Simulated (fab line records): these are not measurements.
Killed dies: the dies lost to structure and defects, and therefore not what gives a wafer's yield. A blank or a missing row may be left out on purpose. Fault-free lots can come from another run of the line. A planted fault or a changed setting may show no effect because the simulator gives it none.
A lot that was struck, set against a sound lot	flow n5-finfet	41 out of 1938 route steps
Sound: these wafers, L730.2, L730.4, L730.6. Struck: wafer L748.5 (left out: L748.1, L748.3 of the same lot, which were not struck); the cause appears at the end.
At each step with rows: each side's tool, then ch and its chambers, then its first start. Under that, the readings that differ: sound wafers	struck wafers	difference of the means	sigmas: that difference in standard deviations of wafers without a fault.
alike: readings whose means differ by less than 2 such deviations, and words and numbers that are the same on both sides. not compared: withheld readings, readings that some wafer has no value for, bounds like >300 that may hide the same value, and numbers for which the record gives no deviation and whose values overlap.
The two part at a step that has a row with sigmas, a row that says differs or no value, or rows on one side only. When numbers do not overlap yet have no deviation, they are printed without sigmas and do not part them. A reading that every wafer of one side lacks parts them only if that side has two wafers or more.

first, 1 step without rows for these wafers: N5_PMOS_HMC_CHANNEL_EPI_DEVELOP_08 (develop time 30 s).
N5_PMOS_HMC_CHANNEL_EPI_CD_MEAS_09: target cd 237.4 nm.
  sound on cd-sem-03 ch 0, day 1 17:34; struck on cd-sem-02 ch 0, day 6 05:13
  alike: cd-nm
N5_PMOS_HMC_CHANNEL_EPI_OVL_MEAS_10:
  sound on overlay-01 ch 0, day 1 17:36; struck on overlay-02 ch 0, day 6 05:14
  alike: PMOS_HMC_BLK_OVL
N5_PMOS_HMC_CHANNEL_EPI_INSPECT_11: inspects for defects (macro).
  sound on defect-inspect-02 at day 1 17:38; struck on defect-inspect-01 at day 6 05:16
  alike: raw-defect-count
then, 1 step without rows for these wafers: N5_PMOS_HMC_CHANNEL_EPI_DESCUM_14 (chemistry O2, time 7.9 s).
N5_PMOS_HMC_CHANNEL_EPI_ETCH_32: etches BARC in N2/H2, stops on SiO2, target depth 85.8 nm, time 50.3 s.
  sound on rie-diel-05 ch 0,1,2, day 1 17:44; struck on rie-diel-01 ch 0, day 6 05:20
  alike: drypump-motor-current-A, oes-product-au, rf-vpp-V, showerhead-plenum-p-Torr, throttle-valve-pct
  not compared: rf-hours-counter-h
N5_PMOS_HMC_CHANNEL_EPI_HM_OPEN_15: chemistry CHF3/O2, target SiO2, target depth 40.6 nm, time 20.3 s.
  sound on rie-diel-05 ch 0,1,2, day 1 17:46; struck on rie-diel-01 ch 0, day 6 05:22
reading	sound	struck	difference	sigmas
rf-vpp-V (V)	531 525 511	546	+24	+2
  alike: drypump-motor-current-A, oes_f_703_au, oes-product-au, showerhead-plenum-p-Torr, throttle-valve-pct
  not compared: rf-hours-counter-h
then, 2 steps without rows for these wafers: N5_PMOS_HMC_CHANNEL_EPI_STRIP_33 (strips in N2/H2); N5_PMOS_HMC_CHANNEL_EPI_STRIP_17 (strips in SPM, time 750 s).
N5_PMOS_HMC_CHANNEL_EPI_ETCH_38: etches SiO2 in CF4, target depth 1.5 nm.
  sound on rie-si-03 ch 1,3, day 1 18:08; struck on rie-si-03 ch 1, day 6 05:44
  alike: drypump-motor-current-A, oes-product-au, throttle-valve-pct
  not compared: rf-hours-counter-h
then, 2 steps without rows for these wafers: N5_PMOS_HMC_CHANNEL_EPI_FIN_RECESS_16 (chemistry HBr/Cl2, target Si, target depth 54 nm, time 18 s); N5_PMOS_HMC_CHANNEL_EPI_PRECLEAN_36 (cleans in O3/DIW, time 45 s).
N5_PMOS_HMC_CHANNEL_EPI_PRECLEAN_18: cleans in DHF, time 30 s.
  sound on wet-bench-02 ch 5,6,7, day 1 18:16; struck on wet-bench-04 ch 1,2,3, day 6 05:52
then, 4 steps without rows for these wafers: N5_PMOS_HMC_CHANNEL_EPI_SRD_19 (time 30 s); N5_PMOS_HMC_CHANNEL_EPI_EPI_20 (deposits SiGe30, target thk 59 nm); N5_PMOS_HMC_CHANNEL_EPI_HM_STRIP_35 (strips SiO2 in dHF, material SiO2, target depth 39.6 nm, time 216 s); N5_PMOS_HMC_CHANNEL_EPI_SRD_39 (time 30 s).
N5_PMOS_HMC_CHANNEL_EPI_CMP_21: polishes SiGe30, target thk 54 nm.
  sound on cmp-03 ch 1,2, day 1 19:39; struck on cmp-04 ch 0, day 6 07:16
  alike: motor-current-A, retaining-ring-pressure-frac
  not compared: pad-life-wafers
N5_PMOS_HMC_CHANNEL_EPI_THK_MEAS_22:
  sound on film-metro-02 at day 1 19:57; struck on film-metro-01 at day 6 07:34
  alike: HMC_CMP_THK
then, 12 steps without rows for these wafers: N5_PMOS_HMC_CHANNEL_EPI_PRECLEAN_40 (cleans in DHF, time 30 s); N5_PMOS_HMC_CHANNEL_EPI_PRECLEAN_37 (cleans in O3/DIW, time 45 s); N5_PMOS_HMC_CHANNEL_EPI_PRECLEAN_24 (cleans in DHF, time 30 s); N5_PMOS_HMC_CHANNEL_EPI_SRD_25 (time 30 s); N5_PMOS_HMC_CHANNEL_EPI_EPI_26 (deposits Si from SiH4/H2, target thk 3.8 nm, time 22.7 s); N5_FIN_SAQP_PRECLEAN_42 (cleans in O3/DIW, time 60 s); N5_FIN_SAQP_PRECLEAN_00 (cleans in SC1, time 60 s); N5_FIN_SAQP_PRECLEAN_44 (cleans in SC2, time 45 s); N5_FIN_SAQP_SRD_01 (time 30 s); N5_FIN_SAQP_ALD_61 (deposits SiO2, target thk 4 nm, pulse time 1 s, purge time 2 s); N5_FIN_SAQP_DENSIFY_62 (time 60 s); N5_FIN_SAQP_HM_DEP_03 (deposits SiNx from SiH4/NH3/N2, target thk 38 nm, time 33.6 s).
N5_FIN_SAQP_THK_MEAS_05:
  sound on film-metro-01 at day 1 21:56; struck on film-metro-02 at day 6 08:40
  alike: thk-nm
then, 1 step without rows for these wafers: N5_FIN_SAQP_PECVD_47 (deposits a-Si from SiH4/He, target thk 45 nm, time 36.3 s).
N5_FIN_SAQP_PECVD_48: deposits SiNx from SiH4/NH3/N2, target thk 25 nm, time 22.1 s.
  sound on pecvd-04 ch 0,1,2, day 1 22:01; struck on pecvd-04 ch 1, day 6 08:49
  alike: heater-power-outer-w, heater-power-w, showerhead-plenum-p-Torr, throttle-valve-pct
then, 1 step without rows for these wafers: N5_FIN_SAQP_PECVD_06 (deposits a-Si from SiH4/He, target thk 60 nm, time 48.1 s).
N5_FIN_SAQP_THK_MEAS_07:
  sound on film-metro-02 at day 1 22:09; struck on film-metro-01 at day 6 09:08
  alike: thk-nm
then, 4 steps without rows for these wafers: N5_FIN_SAQP_HM_DEP_72 (deposits SiO2 from SiH4/N2O, target thk 12 nm, time 7.2 s); N5_FIN_SAQP_COAT_49 (time 60 s, resist thk 100 nm); N5_FIN_SAQP_COAT_50 (time 60 s, resist thk 35 nm); N5_FIN_SAQP_COAT_10 (resist thk 90 nm).
-- the record jumps here: 12 days lie between the struck wafers' starts before and after (it left off in module FIN_SAQP and takes up again in module PASSIVATION, whose first step shown is number 1936 of the route) --
N5_PASSIVATION_PROBE_49:
  record: rows for the struck wafers here (prober-01, day 18 13:01), none for the sound ones

WHERE THEY PART
Last at N5_PASSIVATION_PROBE_49 as far as this record goes, first at N5_PMOS_HMC_CHANNEL_EPI_HM_OPEN_15.

WHY: the cause the simulator had injected
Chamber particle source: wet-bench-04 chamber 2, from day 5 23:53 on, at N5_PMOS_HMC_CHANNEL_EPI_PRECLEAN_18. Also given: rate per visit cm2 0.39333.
